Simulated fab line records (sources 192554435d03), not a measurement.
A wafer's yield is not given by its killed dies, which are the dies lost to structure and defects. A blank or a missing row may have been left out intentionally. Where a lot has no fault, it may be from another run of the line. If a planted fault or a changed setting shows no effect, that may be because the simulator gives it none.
Comparing a struck lot with a sound one / flow n5Finfet / 41 steps out of a route of 1938
Sound: these wafers, L350.1, L350.2, L350.5. Struck: wafer L359.2. (L359.3 of the same lot was not struck and is left out.) The cause comes at the end.
Per side, at each step with rows, come the tool, then ch with its chambers, and then its first start. Under that, the readings that differ: sound wafers / struck wafers / difference of the means / sigmas: that difference in standard deviations of wafers without a fault.
alike: same words and numbers on both sides, and readings whose means sit less than 2 such deviations apart. not compared: any withheld reading, any reading some wafer has no value for, any bound like >300 that may hide the same value, and any number with overlapping values for which the record gives no deviation.
The two part at a step that has a row with sigmas, a row that says differs or no value, or rows on one side only. When numbers do not overlap yet have no deviation, they are printed without sigmas and do not part them. Lack of a reading on every wafer of one side parts them only where that side has two or more wafers.

first, 1 step without rows for these wafers: N5_BEOL_M12_STRIP_69 (strips in N2/H2).
N5_BEOL_M12_TRENCH_ETCH_34: etches SiOC in C4F8/O2/Ar, target depth 318.95 nm, time 125.5 s.
  sound on rieDiel-01 ch 0,1, day 11 00:36; struck on rieDiel-03 ch 2, day 12 21:50
reading=heInnerTorr (Torr); sound=15.03 15.05 15.02; struck=14.97; difference=-0.06; sigmas=-2
  alike: biasW, drypumpMotorCurrentA, oesProductAu, rfVppV, showerheadPlenumPTorr, throttleValvePct
  not compared: rfHoursCounterH
then, 1 step without rows for these wafers: N5_BEOL_M12_STRIP_70 (strips in C4F8/O2/Ar).
N5_BEOL_M12_OCD_MEAS_35:
  sound on ocd-01 at day 11 00:46; struck on ocd-02 at day 12 21:59
  alike: trenchDepthNm
N5_BEOL_M12_STRIP_37: strips in N2/H2.
  sound on plasmaAsher-01 ch 0,1, day 11 00:47; struck on plasmaAsher-01 ch 1, day 12 22:02
  alike: drypumpMotorCurrentA, heaterPowerW, oesProductAu
  not compared: rfHoursCounterH
N5_BEOL_M12_ETCH_38: etches SiCN in CF4/N2, target depth 68.7 nm, time 73.4 s.
  sound on rieDiel-01 ch 0,1,3, day 11 01:05; struck on rieDiel-04 ch 2, day 13 00:08
  alike: biasW, drypumpMotorCurrentA, oesProductAu, rfVppV, showerheadPlenumPTorr, throttleValvePct
  not compared: rfHoursCounterH
then, 6 steps without rows for these wafers: N5_BEOL_M12_PRECLEAN_39 (cleans in residue remover, time 60 s); N5_BEOL_M12_SRD_40 (time 30 s, dry time 30 s); N5_BEOL_M12_DEGAS_41 (time 60 s); N5_BEOL_M12_PRE_CLEAN_42 (time 30 s); N5_BEOL_M12_SPUTTER_43 (material TaN, target thk 15 nm, time 24.19 s); N5_BEOL_M12_SPUTTER_44 (material Ta, target thk 10 nm, time 16.13 s).
N5_BEOL_M12_SPUTTER_45: material Cu, target thk 80 nm, time 13.33 s.
  sound on pvdSputter-01 at day 11 01:40; struck on pvdSputter-03 at day 13 00:47
reading=throttleValvePct (%); sound=28.6 30.6 29.9; struck=27.9; difference=-1.8; sigmas=-2
then, 5 steps without rows for these wafers: N5_BEOL_M12_ECD_47 (material Cu, target thk 720 nm); N5_BEOL_M12_ANNEAL_48 (time 90 s); N5_BEOL_M12_CMP_49 (polishes, stops on SiOC, t overpolish 20.6 s, target thk 320 nm); N5_BEOL_M12_PRE_CLEAN_52 (time 15 s); N5_BEOL_M12_DEP_53 (deposits SiCN from 3MS/NH3, target thk 30 nm, time 10.5 s).
N5_BEOL_M12_RS_MEAS_54: uses a four-point probe to measure.
  sound on filmMetro-02 at day 11 02:50; struck on filmMetro-01 at day 13 01:49
  alike: M12_RS
then, 1 step without rows for these wafers: N5_BEOL_M13_ILD_DEP_00 (deposits SiOC from DEMS/O2, target thk 837.92 nm, time 166.4 s).
N5_BEOL_M13_THK_MEAS_01:
  sound on filmMetro-02 at day 11 03:02; struck on filmMetro-01 at day 13 02:02
  alike: M13_ILD_THK
then, 8 steps without rows for these wafers: N5_BEOL_M13_COAT_58 (time 60 s, resist thk 89 nm); N5_BEOL_M13_COAT_04 (resist thk 400 nm); N5_BEOL_M13_EBR_06; N5_BEOL_M13_SOFTBAKE_05 (time 60 s); N5_BEOL_M13_EXPOSE_07 (exposes mask V12); N5_BEOL_M13_PEB_08 (peb time 90 s); N5_BEOL_M13_DEVELOP_09 (develop time 45 s); N5_BEOL_M13_HARDBAKE_14 (time 120 s).
N5_BEOL_M13_CD_MEAS_10: target cd 190 nm.
  sound on cdSem-01 ch 0, day 11 03:28; struck on cdSem-03 ch 0, day 13 02:20
  alike: cdNm
N5_BEOL_M13_OVL_MEAS_11:
  sound on overlay-02 ch 0, day 11 03:30; struck on overlay-01 ch 0, day 13 02:22
reading=V12_OVL (nm); sound=-16 -9 -12; struck=1; difference=+13; sigmas=+2
N5_BEOL_M13_INSPECT_12: inspects for defects (macro).
  sound on defectInspect-01 at day 11 03:31; struck on defectInspect-02 at day 13 02:24
reading=rawDefectCount; sound=5 4 0; struck=6; difference=+3; sigmas=+2
N5_BEOL_M13_DESCUM_15: chemistry O2, time 7.9 s.
  sound on rieDiel-02 ch 1,2,3, day 11 03:47; struck on rieDiel-05 ch 1, day 13 02:26
  alike: drypumpMotorCurrentA, oesProductAu, rfVppV, showerheadPlenumPTorr, throttleValvePct
  not compared: rfHoursCounterH
then, 1 step without rows for these wafers: N5_BEOL_M13_ETCH_59 (etches BARC in N2/H2, target depth 89 nm, overetch 26.7 nm, time 67.9 s).
N5_BEOL_M13_VIA_ETCH_16: etches SiOC in C4F8/O2/Ar, target depth 921.7 nm.
  sound on rieDiel-02 ch 1,2,3, day 11 03:53; struck on rieDiel-05 ch 1, day 13 02:31
  alike: biasW, drypumpMotorCurrentA, heInnerTorr, oesProductAu, rfVppV, showerheadPlenumPTorr, throttleValvePct
then, 4 steps without rows for these wafers: N5_BEOL_M13_STRIP_63 (strips in N2/H2); N5_BEOL_M13_STRIP_64 (strips in N2/H2); N5_BEOL_M13_STRIP_71 (strips in post etch residue remover, time 60 s); N5_BEOL_M13_SRD_72 (time 30 s, dry time 30 s).
N5_BEOL_M13_CD_MEAS_17: target cd 190 nm.
  sound on cdSem-01 at day 11 04:19; struck on cdSem-03 at day 13 02:58
  alike: cdNm
N5_BEOL_M15_RC_MEAS_101:
  sound on prober-02 ch 0, day 11 21:41; struck on prober-02 ch 0, day 13 20:14
reading=COMB_M13 (S/m); sound=6.8e-12 7.7e-12 7e-12; struck=4.4e-12; difference=-2.8e-12; sigmas=-3
  alike: COMB_M10, COMB_M11, COMB_M12, COMB_M14, COMB_M15, COMB_M5, COMB_M6, COMB_M7, COMB_M8, COMB_M9, SERP_M10, SERP_M11, SERP_M13, SERP_M14, SERP_M5, SERP_M6, SERP_M7, SERP_M8, SERP_M9
  not compared: SERP_M12, SERP_M12_max_site

== WHERE THEY PART ==
At N5_BEOL_M12_TRENCH_ETCH_34 first; at N5_BEOL_M15_RC_MEAS_101 last (within this record only).

WHY: the cause the simulator had injected
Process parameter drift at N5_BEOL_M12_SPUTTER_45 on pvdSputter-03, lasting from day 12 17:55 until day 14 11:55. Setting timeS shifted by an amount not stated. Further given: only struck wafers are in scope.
